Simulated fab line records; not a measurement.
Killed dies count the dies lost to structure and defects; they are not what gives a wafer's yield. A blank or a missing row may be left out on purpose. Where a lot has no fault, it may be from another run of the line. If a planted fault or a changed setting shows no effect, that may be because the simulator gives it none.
Which tool did it? :: flow n5-finfet :: 36 wafers sampled from 12 lots at 1 step of a route of 1938

WHAT EACH GAUGE READ, for each wafer
N5_MOL_CONTACT_COAG_INSPECT_97: inspects for defects (darkfield).
lot: L075
measured: day 5 13:53
on: defect-inspect-01
raw-defect-count: 20 55 53

lot: L077
measured: day 6 12:41
on: defect-inspect-02
raw-defect-count: 54 34 31

lot: L079
measured: day 6 23:09
on: defect-inspect-02
raw-defect-count: 50 39 40

lot: L081
measured: day 7 06:00
on: defect-inspect-02
raw-defect-count: 62 25 43

lot: L083
measured: day 7 15:47
on: defect-inspect-02
raw-defect-count: 27 35 52

lot: L085
measured: day 8 05:37
on: defect-inspect-02
raw-defect-count: 52 60 33

lot: L087
measured: day 8 17:38
on: defect-inspect-02
raw-defect-count: 35 37 54

lot: L089
measured: day 9 05:02
on: defect-inspect-01
raw-defect-count: 67 43 50

lot: L091
measured: day 9 18:08
on: defect-inspect-01
raw-defect-count: 73 39 48

lot: L093
measured: day 10 08:10
on: defect-inspect-02
raw-defect-count: 50 68 66

lot: L095
measured: day 10 17:49
on: defect-inspect-02
raw-defect-count: 40 39 31

lot: L097
measured: day 11 04:44
on: defect-inspect-01
raw-defect-count: 30 40 29

TOOL THAT RAN EACH LOT (tool first, then ch and the chambers of the sampled wafers, then the start)
Record: no process step prior to these readings.

THE ANSWER, worked out from the rows above alone
Rule: the usual values come from the lots themselves. The widest of any qualifying gaps counts: lots, ordered by their means at a reading, are off when they make up no more than a third of the lots, leave a main group of 4 or more, and stand apart from it by 3 or more times the standard deviation of that group's means. A main group is skipped when, at the precision printed for the reading in the tables above, its means are all equal. Also off: a lot with no number at a reading for which 4 or more lots have one. Any other lot the step has rows for is counted as sound.
No lot is off on any of the readings shown, so nothing can be concluded from this.

WHAT WAS PUT IN BY THE SIMULATOR
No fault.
